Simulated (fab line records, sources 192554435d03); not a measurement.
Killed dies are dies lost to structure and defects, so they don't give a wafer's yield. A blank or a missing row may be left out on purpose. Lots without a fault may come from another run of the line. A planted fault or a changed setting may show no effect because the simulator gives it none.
Which tool did it? | flow n5_finfet | 10 lots, 30 wafers sampled, at 5 steps of a route of 1938

WHAT THE GAUGES READ, wafer by wafer
N5_BEOL_M5_INSPECT_13: inspects for defects (brightfield). Usual: raw_defect_count 387, standard deviation 85.
lot  | measured     | on                | raw_defect_count | flag
L851 | day 9 07:13  | defect_inspect-01 | 256 302 384      |
L852 | day 9 21:20  | defect_inspect-02 | 443 547 427      |
L854 | day 10 06:41 | defect_inspect-02 | 377 241 406      |
L853 | day 10 15:17 | defect_inspect-02 | 314 381 345      |
L856 | day 11 12:49 | defect_inspect-02 | 366 382 355      |
L858 | day 13 04:18 | defect_inspect-01 | 434 444 371      |
L874 | day 16 08:10 | defect_inspect-02 | 270 208 393      |
L870 | day 17 11:44 | defect_inspect-01 | 404 432 484      |
L859 | day 17 21:30 | defect_inspect-02 | 467 304 253      |
L873 | day 17 21:44 | defect_inspect-01 | 402 298 283      |

N5_BEOL_M5_CD_MEAS_18: pitch 56 nm, target cd 28 nm. Usual: cd_nm 28.06 nm, standard deviation 0.27.
lot  | measured     | on        | cd_nm (nm)        | flag
L851 | day 9 07:55  | cd_sem-03 | 27.94 27.90 27.95 |
L852 | day 9 22:02  | cd_sem-02 | 27.95 27.93 27.55 |
L854 | day 10 07:09 | cd_sem-01 | 28.64 28.62 28.06 |
L853 | day 10 15:45 | cd_sem-02 | 28.15 27.98 28.04 |
L856 | day 11 13:35 | cd_sem-02 | 27.64 27.92 27.76 |
L858 | day 13 04:52 | cd_sem-01 | 28.21 28.28 28.02 |
L874 | day 16 08:38 | cd_sem-03 | 27.81 27.95 27.99 |
L870 | day 17 12:16 | cd_sem-03 | 28.13 27.98 27.98 |
L859 | day 17 22:05 | cd_sem-01 | 28.08 28.32 29.35 |
L873 | day 17 22:19 | cd_sem-02 | 27.62 27.66 28.04 |

WHICH TOOL RAN EACH LOT (tool, then ch and the chambers of the sampled wafers, then the start)
lot  | N5_BEOL_M5_ILD_DEP_00           | N5_BEOL_M5_ETCH_62                 | N5_BEOL_M5_HM_OPEN_17
L851 | pecvd-03 ch 1,2, day 9 05:05    | rie_diel-03 ch 0,2, day 9 07:34    | rie_metal-02 ch 0,1, day 9 07:44
L852 | pecvd-03 ch 0,1, day 9 19:00    | rie_diel-03 ch 0,1,3, day 9 21:30  | rie_metal-01 ch 1, day 9 21:40
L854 | pecvd-03 ch 0, day 10 04:48     | rie_diel-03 ch 0,2, day 10 06:48   | rie_metal-01 ch 0, day 10 06:58
L853 | pecvd-01 ch 0,1,2, day 10 13:22 | rie_diel-03 ch 0,3, day 10 15:24   | rie_metal-02 ch 0,1, day 10 15:36
L856 | pecvd-02 ch 0,1,2, day 11 11:11 | rie_diel-06 ch 0,1,3, day 11 13:14 | rie_metal-03 ch 0,1, day 11 13:24
L858 | pecvd-02 ch 1,2, day 13 02:32   | rie_diel-01 ch 2,3, day 13 04:31   | rie_metal-01 ch 0,1, day 13 04:41
L874 | pecvd-02 ch 1,2, day 16 05:20   | rie_diel-06 ch 0,2,3, day 16 08:17 | rie_metal-03 ch 0,1, day 16 08:29
L870 | pecvd-03 ch 0,1,2, day 17 08:19 | rie_diel-01 ch 1,2, day 17 11:53   | rie_metal-03 ch 0,1, day 17 12:04
L859 | pecvd-02 ch 0,1,2, day 17 16:37 | rie_diel-03 ch 2,3, day 17 21:37   | rie_metal-03 ch 1, day 17 21:47
L873 | pecvd-02 ch 0,1,2, day 17 17:46 | rie_diel-06 ch 0,2,3, day 17 21:52 | rie_metal-03 ch 1, day 17 22:06
- N5_BEOL_M5_ILD_DEP_00: deposits SiCOH lowk from DEMS/porogen, target thk 140.64 nm, time 25.9 s.
- N5_BEOL_M5_ETCH_62: etches SOC in N2/H2, target depth 75 nm, overetch 15 nm, time 112.5 s.
- N5_BEOL_M5_HM_OPEN_17: chemistry Cl2/BCl3, target TiN, target depth 20 nm, overetch 6 nm.

WHAT THE TOOLS THEMSELVES READ (means of the sampled wafers that have a number; where no wafer has one, the mark that the record gives instead)
N5_BEOL_M5_ILD_DEP_00. Usual: heater_power_w 297 W, standard deviation 38; showerhead_plenum_p_Torr 5.736 Torr, standard deviation 0.014; susceptor_temp_C 300.00 C, standard deviation 0.19; throttle_valve_pct 13.9 %, standard deviation 0.56.
lot  | tool     | heater_power_w (W) | showerhead_plenum_p_Torr (Torr) | susceptor_temp_C (C) | throttle_valve_pct (%) | flag
L851 | pecvd-03 | 270                | 5.721                           | 300.00               | 14.1                   |
L852 | pecvd-03 | 311                | 5.728                           | 299.91               | 14.3                   |
L854 | pecvd-03 | 292                | 5.741                           | 300.23               | 14.2                   |
L853 | pecvd-01 | 289                | 5.744                           | 299.94               | 13.9                   |
L856 | pecvd-02 | 286                | 5.746                           | 300.22               | 13.8                   |
L858 | pecvd-02 | 245                | 5.727                           | 299.80               | 13.6                   |
L874 | pecvd-02 | 259                | 5.735                           | 300.10               | 13.6                   |
L870 | pecvd-03 | 301                | 5.722                           | 300.05               | 13.9                   |
L859 | pecvd-02 | 270                | 5.737                           | 299.94               | 13.9                   |
L873 | pecvd-02 | 283                | 5.739                           | 300.19               | 13.7                   |

N5_BEOL_M5_ETCH_62. Usual: drypump_motor_current_A 5.9 A, standard deviation 0.38; oes_product_au 0.65 a.u., standard deviation 0.054; rf_vpp_V 523.8 V, standard deviation 2.4; showerhead_plenum_p_Torr 2.54 Torr, standard deviation 0.081; throttle_valve_pct 17.75 %, standard deviation 0.2.
lot  | tool        | drypump_motor_current_A (A) | oes_product_au (a.u.) | rf_vpp_V (V) | showerhead_plenum_p_Torr (Torr) | throttle_valve_pct (%) | flag
L851 | rie_diel-03 | 5.9                         | 0.66                  | 524.2        | 2.55                            | 17.84                  |
L852 | rie_diel-03 | 5.8                         | 0.62                  | 522.4        | 2.51                            | 17.72                  |
L854 | rie_diel-03 | 6.0                         | 0.67                  | 523.2        | 2.51                            | 17.87                  |
L853 | rie_diel-03 | 6.1                         | 0.64                  | 521.6        | 2.46                            | 17.67                  |
L856 | rie_diel-06 | 6.2                         | 0.62                  | 523.0        | 2.51                            | 17.82                  |
L858 | rie_diel-01 | 5.9                         | 0.65                  | 523.9        | 2.58                            | 17.82                  |
L874 | rie_diel-06 | 5.9                         | 0.64                  | 526.0        | 2.63                            | 17.66                  |
L870 | rie_diel-01 | 5.6                         | 0.67                  | 527.0        | 2.65                            | 17.94                  |
L859 | rie_diel-03 | 6.1                         | 0.61                  | 522.6        | 2.47                            | 17.75                  |
L873 | rie_diel-06 | 5.9                         | 0.63                  | 526.3        | 2.63                            | 17.68                  |

N5_BEOL_M5_HM_OPEN_17. Usual: bcl3_flow_sccm 21.73 sccm, standard deviation 0.062; drypump_motor_current_A 5.6 A, standard deviation 0.3; oes_product_au 0.64 a.u., standard deviation 0.089; throttle_valve_pct 22.16 %, standard deviation 0.12.
lot  | tool         | bcl3_flow_sccm (sccm) | drypump_motor_current_A (A) | oes_product_au (a.u.) | throttle_valve_pct (%) | flag
L851 | rie_metal-02 | 21.77                 | 6.0                         | 0.62                  | 22.21                  |
L852 | rie_metal-01 | 21.74                 | 5.9                         | 0.56                  | 22.35                  |
L854 | rie_metal-01 | 21.68                 | 5.6                         | 0.56                  | 22.07                  |
L853 | rie_metal-02 | 21.78                 | 5.9                         | 0.78                  | 22.08                  |
L856 | rie_metal-03 | 21.75                 | 5.4                         | 0.64                  | 22.16                  |
L858 | rie_metal-01 | 21.73                 | 5.7                         | 0.55                  | 22.16                  |
L874 | rie_metal-03 | 21.74                 | 5.3                         | 0.58                  | 22.17                  |
L870 | rie_metal-03 | 21.69                 | 5.4                         | 0.59                  | 22.16                  |
L859 | rie_metal-03 | 21.75                 | 5.5                         | 0.65                  | 22.23                  |
L873 | rie_metal-03 | 21.71                 | 5.4                         | 0.65                  | 22.23                  |

THE ANSWER, worked out from the rows above alone
Rule: a lot is off if the mean of its wafers that have a number lies more than 3 standard deviations from the usual mean. A lot without any number at a reading at which 4 lots or more have one is off too. The other lots that the step has rows for count as sound. The gauges are gone through in route order, then the tools' own readings, and for those a lot's mean is taken as printed above. The first step at which some lot is off is used, and at that step the reading that is off furthest; a lot without a number counts as furthest.
No lot is off at any reading shown: from this, nothing can be told.

WHAT THE SIMULATOR HAD PUT IN
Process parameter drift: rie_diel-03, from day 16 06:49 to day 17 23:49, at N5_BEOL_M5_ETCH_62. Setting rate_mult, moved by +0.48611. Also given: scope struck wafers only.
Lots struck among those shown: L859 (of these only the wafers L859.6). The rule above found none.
